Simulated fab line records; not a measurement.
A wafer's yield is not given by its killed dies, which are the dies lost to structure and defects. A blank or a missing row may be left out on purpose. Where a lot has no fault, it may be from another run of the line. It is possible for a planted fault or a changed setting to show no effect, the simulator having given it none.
Which tool is to blame?    flow n5 finfet    6 lots, 18 wafers sampled, at 3 steps of a route of 1938

== WHAT THE GAUGES SHOWED, per wafer ==
N5_HKMG_FIN_CD_MEAS_12: the cd target is 92.8 nm.
lot   measured      on         cd nm (nm)
L813  day 4 09:56   cd sem-03  93.2 92.9 93.1
L816  day 5 01:25   cd sem-02  93.2 93.6 93.7
L819  day 5 20:30   cd sem-01  92.8 93.3 92.7
L823  day 7 06:07   cd sem-01  75.6 75.3 75.6
L826  day 7 23:57   cd sem-01  93.7 93.0 93.7
L835  day 10 16:38  cd sem-03  92.5 92.9 92.4

== TOOL THAT RAN EACH LOT (tool first, then ch and the chambers of the sampled wafers, then the start) ==
lot   N5_HKMG_FIN_ETCH_54                N5_HKMG_FIN_PEB_10
L813  rie diel-04 ch 1,2,3, day 4 06:41  litho track-02 ch 0, day 4 09:52
L816  rie diel-03 ch 1,2, day 4 22:11    litho track-03 ch 0, day 5 01:21
L819  rie diel-01 ch 2,3, day 5 17:15    litho track-02 ch 0, day 5 20:26
L823  rie diel-03 ch 0,1, day 7 02:59    litho track-03 ch 0, day 7 06:02
L826  rie diel-03 ch 1,2, day 7 20:42    litho track-02 ch 0, day 7 23:53
L835  rie diel-01 ch 0,2, day 10 13:23   litho track-02 ch 0, day 10 16:34
- N5_HKMG_FIN_ETCH_54: etches SiARC in CF4, target depth 45.5 nm, time 75.8 s.
- N5_HKMG_FIN_PEB_10: peb time 60 s.

== THE ANSWER, worked out from the rows above alone ==
Rule: the usual values come from the lots themselves. The widest of any qualifying gaps counts: lots, ordered by their means at a reading, are off when they make up no more than a third of the lots, leave a main group of 4 or more, and stand apart from it by 3 or more times the standard deviation of that group's means. Not used: any main group whose means are identical at the precision the tables above print for the reading. A lot without any number at a reading at which 4 lots or more have one is off too. All remaining lots with rows at the step are treated as sound.
Off: L823, at N5_HKMG_FIN_CD_MEAS_12 (cd nm). Mean 93.1 nm and standard deviation 0.34 in the main group.
A tool fits if, at a process step before that reading, it ran every lot that is off, and no sound lot after the first of them. Gauges at N5_HKMG_FIN_CD_MEAS_12: tried the same way as those tools. One fits: N5_HKMG_FIN_PEB_10 on litho track-03. A fault onset in the window from L816 (day 5 01:21, its last sound lot) to L823 (day 7 06:02, its first lot off) fits.

== WHAT THE SIMULATOR HAD INSERTED ==
Drift in process parameters on litho track-03 at N5_HKMG_FIN_PEB_10, starting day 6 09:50. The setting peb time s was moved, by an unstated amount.
Lots struck among those shown: L823. This agrees with what the rule above found.
